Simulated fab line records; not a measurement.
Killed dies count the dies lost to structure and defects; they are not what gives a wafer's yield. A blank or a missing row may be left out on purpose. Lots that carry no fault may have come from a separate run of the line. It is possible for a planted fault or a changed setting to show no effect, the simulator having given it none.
Matching of chambers :: flow n5Finfet :: N5_BEOL_M4_ETCH_63 on rieDiel-03: 4 sister chambers
The step etches SiARC in CF4, target depth 15.6 nm, time 26 s. 4 wafers are shown with their chamber, then 8 later ones without.

## WAFERS PAIRED WITH THEIR CHAMBERS
wafer: L090.2
chamber: 1
showerheadPlenumPTorr (Torr): 2.07

wafer: L093.4
chamber: 0
showerheadPlenumPTorr (Torr): 2.20

wafer: L093.5
chamber: 3
showerheadPlenumPTorr (Torr): 2.17

wafer: L094.2
chamber: 2
showerheadPlenumPTorr (Torr): 2.04

## WAFERS MISSING THEIR CHAMBER
wafer: L094.3
showerheadPlenumPTorr (Torr): 2.06

wafer: L094.4
showerheadPlenumPTorr (Torr): 2.04

wafer: L096.1
showerheadPlenumPTorr (Torr): 2.06

wafer: L096.2
showerheadPlenumPTorr (Torr): 2.04

wafer: L096.6
showerheadPlenumPTorr (Torr): 2.17

wafer: L097.1
showerheadPlenumPTorr (Torr): 2.06

wafer: L097.3
showerheadPlenumPTorr (Torr): 2.04

wafer: L097.5
showerheadPlenumPTorr (Torr): 2.04

## EACH ONE'S CHAMBER
wafer: L094.3
from the rows above: can't be placed: 1 or 2
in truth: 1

wafer: L094.4
from the rows above: 2
in truth: 2

wafer: L096.1
from the rows above: can't be placed: 1 or 2
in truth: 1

wafer: L096.2
from the rows above: 2
in truth: 2

wafer: L096.6
from the rows above: 3
in truth: 3

wafer: L097.1
from the rows above: can't be placed: 1 or 2
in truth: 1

wafer: L097.3
from the rows above: 2
in truth: 2

wafer: L097.5
from the rows above: 2
in truth: 2
Correctly placed: 5 of 8. Unplaceable from these rows: 3, with the true chamber sitting among the candidates in 3. Wrongly placed: 0.
How it was worked out, from the rows above alone: a wafer's distance from a chamber is the root of the sum, over the readings, of the square of ((its reading less the chamber's mean) divided by the reading's scatter). If the next closest chamber is less than 2 further off than the closest, the wafer can't be placed; otherwise it belongs to the closest. A chamber's mean is the mean of its shown wafers. The scatter: root of mean squared gap, hidden wafer to nearest shown wafer, with one shown wafer a chamber.
